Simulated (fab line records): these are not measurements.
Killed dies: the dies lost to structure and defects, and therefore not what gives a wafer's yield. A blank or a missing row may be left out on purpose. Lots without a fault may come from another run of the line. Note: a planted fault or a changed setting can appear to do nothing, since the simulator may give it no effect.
Struck lot and sound lot, side by side ; flow n5_finfet ; 21 out of 1938 route steps
Sound: these wafers, L662.3, L662.4, L662.6. Wafers L675.1, L675.4, L675.5 were the ones struck. At the end, the cause is stated.
Order at every step that has rows: each side's tool, ch and its chambers, its first start. Under that, the readings that differ: sound wafers ; struck wafers ; difference of the means ; sigmas: that difference in standard deviations of wafers without a fault.
alike: readings with means less than 2 such deviations apart, plus words and numbers identical on both sides. not compared: withheld readings, readings lacking a value on some wafer, bounds such as >300 that could conceal the same value, and numbers that have no deviation in the record and whose values overlap.
Wherever a step has rows on one side only, a row that says differs or no value, or a row with sigmas, the two part there. Non-overlapping numbers with no deviation appear without sigmas and do not part them. A reading missing from all wafers of one side parts the sides only when that side holds two or more wafers.

first, 9 steps without rows for these wafers: N5_BEOL_M0_SAQP_DEVELOP_39 (develop time 30 s); N5_BEOL_M0_SAQP_DESCUM_45 (chemistry O2, time 7 s); N5_BEOL_M0_SAQP_ETCH_88 (etches underlayer in N2/H2, target depth 6.5 nm, time 5.2 s); N5_BEOL_M0_SAQP_ETCH_73 (etches SiARC in CF4, target depth 19.5 nm, time 32.5 s); N5_BEOL_M0_SAQP_CUT_ETCH_46 (etches SOC in N2/H2, target depth 135 nm, overetch 27 nm, time 202.5 s); N5_BEOL_M0_SAQP_STRIP_74 (strips in N2/H2); N5_BEOL_M0_SAQP_STRIP_89 (strips in N2/H2); N5_BEOL_M0_SAQP_ALD_48 (deposits SiO2, target thk 20 nm, pulse time 1 s, co reactant pulse time 1 s); N5_BEOL_M0_SAQP_ETCH_49 (etches SiO2 in CF4/O2, target depth 37 nm).
N5_BEOL_M0_SAQP_STRIP_75: strips in CF4.
  sound on rie_diel-03 ch 0,3, day 5 20:20; struck on rie_diel-03 ch 0,1, day 9 03:09
  alike: cf4_flow_sccm, drypump_motor_current_A, oes_product_au, rf_vpp_V, showerhead_plenum_p_Torr, throttle_valve_pct
  not compared: rf_hours_counter_h
then, 7 steps without rows for these wafers: N5_BEOL_M0_CUTY_COAT_50 (time 60 s, resist thk 15 nm); N5_BEOL_M0_CUTY_COAT_51 (resist thk 150 nm); N5_BEOL_M0_CUTY_EBR_52; N5_BEOL_M0_CUTY_SOFTBAKE_53 (time 60 s); N5_BEOL_M0_CUTY_EXPOSE_54 (exposes mask M0 ABLK); N5_BEOL_M0_CUTY_PEB_55 (peb time 60 s); N5_BEOL_M0_CUTY_DEVELOP_56 (develop time 30 s).
N5_BEOL_M0_CUTY_INSPECT_59: inspects for defects (macro).
  sound on defect_inspect-02, day 5 20:47; struck on defect_inspect-01, day 9 03:28
reading;sound;struck;difference;sigmas
raw_defect_count;2 3 5;281 278 276;+275;+99 or more
then, 1 step without rows for these wafers: N5_BEOL_M0_CUTY_DESCUM_61 (chemistry O2, time 7.9 s).
-- here the record skips 2 days between the struck wafers' starts before and after, leaving off in module BEOL_M0_CUTY and picking up in module BEOL_M4 (first step shown: number 1111 of the route) --
N5_BEOL_M4_RC_MEAS_101:
  sound on prober-02 ch 0, day 7 21:17; struck on prober-01 ch 0, day 11 06:27
reading;sound;struck;difference;sigmas
IOFF_P (nA/um);0.195 0.224 0.207;0.281 0.304 0.271;+0.077;+3
ION_P (uA/um);460 465 462;477 483 476;+16;+3
VT_P (mV);-250 -248 -252;-242 -241 -244;+8;+3
  alike: DIBL_N, DIBL_P, IOFF_N, ION_N, SS_N, SS_P, VT_N
-- record jumps: 4 days separate the struck wafers' starts on either side; left off in module BEOL_M4, taken up again in module PASSIVATION, whose first shown step is the route's number 1936 --
N5_PASSIVATION_PROBE_49:
  record: rows for the struck wafers here (prober-01, day 15 11:41), none for the sound ones

== WHERE THEY PART ==
First at N5_BEOL_M0_CUTY_INSPECT_59; last, within this record, at N5_PASSIVATION_PROBE_49.

WHY: what the simulator had put in
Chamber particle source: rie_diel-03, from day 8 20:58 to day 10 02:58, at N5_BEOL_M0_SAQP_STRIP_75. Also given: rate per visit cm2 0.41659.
